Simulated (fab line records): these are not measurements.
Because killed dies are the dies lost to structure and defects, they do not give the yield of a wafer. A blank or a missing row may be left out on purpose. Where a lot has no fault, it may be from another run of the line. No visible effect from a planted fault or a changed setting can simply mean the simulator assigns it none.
Chamber matching / flow nand-harc / rie-diel-06 running NHARC_A_M1_DESCUM_14: 4 sister chambers
The step chemistry O2, time 3 s. 8 wafers are shown with their chamber, then 9 later ones without.

== WAFERS WITH THEIR CHAMBER ==
wafer=L077.6; chamber=3; drypump-motor-current-A (A)=4.6; throttle-valve-pct (%)=11.313
wafer=L076.1; chamber=3; drypump-motor-current-A (A)=4.6; throttle-valve-pct (%)=11.298
wafer=L089.1; chamber=0; drypump-motor-current-A (A)=6.2; throttle-valve-pct (%)=11.319
wafer=L089.2; chamber=2; drypump-motor-current-A (A)=5.5; throttle-valve-pct (%)=11.301
wafer=L089.6; chamber=2; drypump-motor-current-A (A)=5.5; throttle-valve-pct (%)=11.300
wafer=L088.1; chamber=1; drypump-motor-current-A (A)=6.0; throttle-valve-pct (%)=11.320
wafer=L088.4; chamber=0; drypump-motor-current-A (A)=6.2; throttle-valve-pct (%)=11.304
wafer=L088.5; chamber=1; drypump-motor-current-A (A)=5.9; throttle-valve-pct (%)=11.311

== WAFERS WITHOUT THEIR CHAMBER ==
wafer=L090.1; drypump-motor-current-A (A)=5.5; throttle-valve-pct (%)=11.308
wafer=L090.4; drypump-motor-current-A (A)=6.0; throttle-valve-pct (%)=11.326
wafer=L090.6; drypump-motor-current-A (A)=5.5; throttle-valve-pct (%)=11.310
wafer=L091.1; drypump-motor-current-A (A)=6.2; throttle-valve-pct (%)=11.319
wafer=L091.2; drypump-motor-current-A (A)=5.9; throttle-valve-pct (%)=11.307
wafer=L091.4; drypump-motor-current-A (A)=6.0; throttle-valve-pct (%)=11.339
wafer=L092.2; drypump-motor-current-A (A)=6.1; throttle-valve-pct (%)=11.308
wafer=L092.4; drypump-motor-current-A (A)=6.2; throttle-valve-pct (%)=11.309
wafer=L092.6; drypump-motor-current-A (A)=5.5; throttle-valve-pct (%)=11.312

== WHICH CHAMBER EACH WENT THROUGH ==
wafer=L090.1; from the rows above=2; in truth=2
wafer=L090.4; from the rows above=1; in truth=1
wafer=L090.6; from the rows above=2; in truth=2
wafer=L091.1; from the rows above=0; in truth=0
wafer=L091.2; from the rows above=1; in truth=1
wafer=L091.4; from the rows above=1; in truth=1
wafer=L092.2; from the rows above=can't be placed: 0 or 1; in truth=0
wafer=L092.4; from the rows above=0; in truth=0
wafer=L092.6; from the rows above=2; in truth=2
8 of 9 placed correctly. From these rows, 1 cannot be placed; in 1 the true chamber is one of the candidates. Placed wrongly: 0.
How it was worked out, from the rows above alone: a wafer's distance from a chamber is the root of the sum, over the readings, of the square of ((its reading less the chamber's mean) divided by the reading's scatter). The wafer belongs to the nearest chamber; if the next one is less than 2 further off, it can't be placed. Each chamber's mean is taken over the wafers shown for it. How the scatter is found: for the shown wafers, subtract from each reading the mean of its chamber, square and add these, divide the total by (wafers less chambers), then take the root.
